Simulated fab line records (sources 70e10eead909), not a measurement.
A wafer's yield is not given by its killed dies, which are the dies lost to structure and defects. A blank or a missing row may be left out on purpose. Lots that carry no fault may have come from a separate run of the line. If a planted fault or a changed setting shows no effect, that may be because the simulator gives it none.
Matching of chambers :: flow nand harc :: NHARC_P_M1_PRE_CLEAN_32 on pecvd-03 has 3 sister chambers
The step time 12 s. 14 wafers are shown with their chamber, then 7 later ones without.

## EACH WAFER AND ITS CHAMBER
wafer: L074.2
chamber: 2
heater power w (W): 567

wafer: L074.3
chamber: 1
heater power w (W): 766

wafer: L074.5
chamber: 2
heater power w (W): 571

wafer: L079.2
chamber: 2
heater power w (W): 586

wafer: L079.3
chamber: 0
heater power w (W): 716

wafer: L079.4
chamber: 1
heater power w (W): 757

wafer: L083.2
chamber: 2
heater power w (W): 590

wafer: L083.3
chamber: 0
heater power w (W): 685

wafer: L083.4
chamber: 2
heater power w (W): 596

wafer: L089.1
chamber: 2
heater power w (W): 625

wafer: L089.2
chamber: 0
heater power w (W): 614

wafer: L089.3
chamber: 1
heater power w (W): 766

wafer: L094.2
chamber: 1
heater power w (W): 729

wafer: L094.3
chamber: 0
heater power w (W): 667

SIGNATURES, as means of the wafers listed above
reading: heater power w
chamber 0: 670.50
chamber 1: 754.50
chamber 2: 589.17
scatter within a chamber: 27.9
Rule: for a wafer and a chamber, the distance is found by dividing, reading by reading, the gap between the wafer's reading and the chamber's mean by the reading's scatter, squaring, summing and taking the root. If the next closest chamber is less than 2 further off than the closest, the wafer can't be placed; otherwise it belongs to the closest. The scatter is the square root of a quotient: the sum, over the shown wafers, of each reading's squared deviation from its chamber's mean, divided by wafers minus chambers.

## WAFERS WITHOUT THEIR CHAMBER
wafer: L094.6
heater power w (W): 682

wafer: L093.1
heater power w (W): 562

wafer: L093.2
heater power w (W): 694

wafer: L093.4
heater power w (W): 703

wafer: L093.3
heater power w (W): 613

wafer: L093.5
heater power w (W): 570

wafer: L093.6
heater power w (W): 577

## WHICH CHAMBER EACH ONE RAN IN
wafer: L094.6
from the rows above: 0
in truth: 0

wafer: L093.1
from the rows above: 2
in truth: 2

wafer: L093.2
from the rows above: can't be placed: 0 or 1
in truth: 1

wafer: L093.4
from the rows above: can't be placed: 0 or 1
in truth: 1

wafer: L093.3
from the rows above: can't be placed: 2 or 0
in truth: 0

wafer: L093.5
from the rows above: 2
in truth: 2

wafer: L093.6
from the rows above: 2
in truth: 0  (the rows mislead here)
Placed correctly: 3 of 7. Not placeable from these rows: 3 (in 3, the candidates include the true chamber). Wrongly placed: 1.
